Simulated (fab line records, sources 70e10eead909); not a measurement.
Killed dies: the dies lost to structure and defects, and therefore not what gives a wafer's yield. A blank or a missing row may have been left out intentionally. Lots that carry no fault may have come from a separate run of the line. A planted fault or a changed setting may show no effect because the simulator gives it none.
Matching of chambers + flow nand_harc + rie_diel-12 running NHARC_A_STAIRCASE_DESCUM_186: 4 sister chambers
The step chemistry O2, time 3 s. 14 wafers are shown with their chamber, then 7 later ones without.

== WAFERS WITH THEIR CHAMBER ==
| wafer  | chamber | drypump_motor_current_A (A) | showerhead_plenum_p_Torr (Torr) | rf_vpp_V (V) |
|--------|---------|-----------------------------|---------------------------------|--------------|
| L074.3 | 1       | 5.6                         | 1.85                            | 56.1         |
| L074.5 | 0       | 5.8                         | 1.87                            | 57.7         |
| L074.6 | 1       | 5.6                         | 1.85                            | 57.6         |
| L078.2 | 3       | 6.0                         | 1.96                            | 59.7         |
| L078.3 | 2       | 5.9                         | 1.96                            | 59.1         |
| L078.4 | 1       | 5.6                         | 1.85                            | 58.2         |
| L081.3 | 0       | 5.8                         | 1.87                            | 57.4         |
| L081.5 | 2       | 5.8                         | 1.96                            | 57.6         |
| L081.6 | 3       | 6.0                         | 1.96                            | 58.8         |
| L089.1 | 0       | 5.8                         | 1.86                            | 58.7         |
| L089.3 | 2       | 5.9                         | 1.95                            | 58.2         |
| L089.6 | 2       | 5.8                         | 1.95                            | 59.5         |
| L093.2 | 1       | 5.6                         | 1.83                            | 57.1         |
| L093.4 | 2       | 5.9                         | 1.95                            | 57.6         |

SIGNATURES (means of the wafers above)
| reading                  | chamber 0 | chamber 1 | chamber 2 | chamber 3 | scatter within a chamber |
|--------------------------|-----------|-----------|-----------|-----------|--------------------------|
| drypump_motor_current_A  | 5.800     | 5.600     | 5.860     | 6.000     | 0.0346                   |
| showerhead_plenum_p_Torr | 1.8667    | 1.8450    | 1.9540    | 1.9600    | 0.00698                  |
| rf_vpp_V                 | 57.933    | 57.250    | 58.400    | 59.250    | 0.82                     |
Rule: for each reading, subtract the chamber's mean from the wafer's reading, divide by that reading's scatter and square the result; add these up over the readings and take the root, which gives the wafer's distance from the chamber. The wafer belongs to the nearest chamber; if the next one is less than 2 further off, it can't be placed. The scatter: take each reading less its chamber's mean, square it, sum over the shown wafers, divide by the number of wafers less the number of chambers, and take the root.

== WAFERS MISSING THEIR CHAMBER ==
| wafer  | drypump_motor_current_A (A) | showerhead_plenum_p_Torr (Torr) | rf_vpp_V (V) |
|--------|-----------------------------|---------------------------------|--------------|
| L093.5 | 5.8                         | 1.85                            | 58.8         |
| L095.3 | 6.0                         | 1.95                            | 58.4         |
| L095.4 | 5.8                         | 1.94                            | 57.2         |
| L095.6 | 5.6                         | 1.83                            | 57.9         |
| L097.1 | 5.8                         | 1.94                            | 57.0         |
| L097.4 | 6.0                         | 1.94                            | 58.0         |
| L097.5 | 5.8                         | 1.94                            | 58.8         |

== EACH ONE'S CHAMBER ==
| wafer  | from the rows above     | in truth |
|--------|-------------------------|----------|
| L093.5 | 0                       | 0        |
| L095.3 | 3                       | 3        |
| L095.4 | 2                       | 2        |
| L095.6 | 1                       | 1        |
| L097.1 | 2                       | 2        |
| L097.4 | can't be placed: 3 or 2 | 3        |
| L097.5 | 2                       | 2        |
Correct placement for 6 of the 7. Can't be placed from these rows: 1 (the true chamber is among the candidates in 1). Placed wrongly: 0.
